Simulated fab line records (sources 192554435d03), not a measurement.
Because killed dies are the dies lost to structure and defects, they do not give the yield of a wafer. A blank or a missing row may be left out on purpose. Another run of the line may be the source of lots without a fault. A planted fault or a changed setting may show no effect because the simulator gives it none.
Code-filled problem report in 8D (eight disciplines) form || flow n5Finfet || the parts of the form that need people (team, actions taken, sign-off) are left out

== 1. THE PROBLEM ==
killed_at_M0_to_M3 at N5_PASSIVATION_PROBE_49 reads a mean of 134 on 5 wafers of 2 lots; wafers without a fault read 31 with a standard deviation of 10. That is +10 standard deviations from the usual mean.
Earliest sighting: wafer L192.3 on prober-01 at day 15 10:38. Wafers with a number at this step in the record: 6, from 3 lots. By rule, "out" or "out of limits" means more than 4 standard deviations away from the usual mean. Any other wafer with a number is counted as sound.

== 2. WHAT IT IS, WHAT IT ISN'T ==
{"question": "which readings at this step", "is": "killed_at_M0_to_M3, sort_bin_5_function", "is not": "killed_at_M4_up, killedAtContacts, killedAtFrontEnd, killedOpen, killedShort"}
{"question": "which lots", "is": "L192, L193", "is not": "L201"}
{"question": "which wafers of those lots", "is": "all that have a number", "is not": "-"}
{"question": "read on which tools", "is": "prober-01, prober-02", "is not": "-"}
{"question": "when", "is": "from day 15 10:38", "is not": "up to then (0 sound wafers); but 1 sound wafer of L201 came after"}

== 3. WHAT RULES OUT EACH SUSPECT ==
Counting: a tool stays on the suspect list if, at a process step up to the reading, it processed all lots that are out and no sound lot following the first of them.
- pvdSputter-03 at N5_BEOL_M0_SPUTTER_116 (material Cu, target thk 4 nm, time 7.37 s): kept. It ran every lot that is out, first L192 (day 9 05:42), and no sound lot after that.
Left after counting: pvdSputter-03 at N5_BEOL_M0_SPUTTER_116.

== 4. THE CAUSE (what the simulator had put in) ==
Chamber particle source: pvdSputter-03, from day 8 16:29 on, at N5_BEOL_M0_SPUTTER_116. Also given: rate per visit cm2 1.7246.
This tool alone remained once counting was done.

== 5. THE EFFECT CHAIN, in route order ==
One row per reading whose mean, taken over the struck wafers that have a number, lies over 3 standard deviations from the usual. Scope: only readings with a usual standard deviation given in the record; hours: median across lots of the time from each lot's start at the first step in this table that gives one to its start at this step; sigmas: change in usual standard deviations.
{"hours": 0, "step": "N5_PASSIVATION_PROBE_49", "reading": "defectLimitedYield", "usual": "91.4 %", "on struck wafers": 82.6, "change": -8.8, "sigmas": -6.3}
{"hours": 0, "step": "N5_PASSIVATION_PROBE_49", "reading": "killed_at_M0_to_M3", "usual": 31, "on struck wafers": 134, "change": "+103", "sigmas": "+10"}
{"hours": 0, "step": "N5_PASSIVATION_PROBE_49", "reading": "killedDies", "usual": 101, "on struck wafers": 206, "change": "+105", "sigmas": "+6.5"}
{"hours": 0, "step": "N5_PASSIVATION_PROBE_49", "reading": "killedOnRim", "usual": 13, "on struck wafers": 28, "change": "+15", "sigmas": "+3.7"}
{"hours": 0, "step": "N5_PASSIVATION_PROBE_49", "reading": "sort_bin_5_function", "usual": "5.1 %", "on struck wafers": 10.6, "change": "+5.5", "sigmas": "+6.3"}
{"hours": 0, "step": "N5_PASSIVATION_PROBE_49", "reading": "sortNPass", "usual": 1079, "on struck wafers": 974, "change": -105, "sigmas": -6.5}
{"hours": 0, "step": "N5_PASSIVATION_PROBE_49", "reading": "sortYieldPct", "usual": "91.4 %", "on struck wafers": 82.6, "change": -8.8, "sigmas": -6.3}
Its process steps:
- N5_PASSIVATION_PROBE_49

== 6. WHAT WOULD HAVE CAUGHT IT SOONER ==
In this record no reading fell out of limits until day 15 10:38, 162 hours after the fault had begun at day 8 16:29.
An alarm limit of 4 standard deviations would not have fired on the tool readings at N5_BEOL_M0_SPUTTER_116 for which the record gives a usual standard deviation, since none of them was out on any struck wafer.
The start of N5_BEOL_M0_SPUTTER_116 on pvdSputter-03 came by day 15 10:38 for every one of the lots that are out (2). Tool hold at that time: it would have spared none of them.
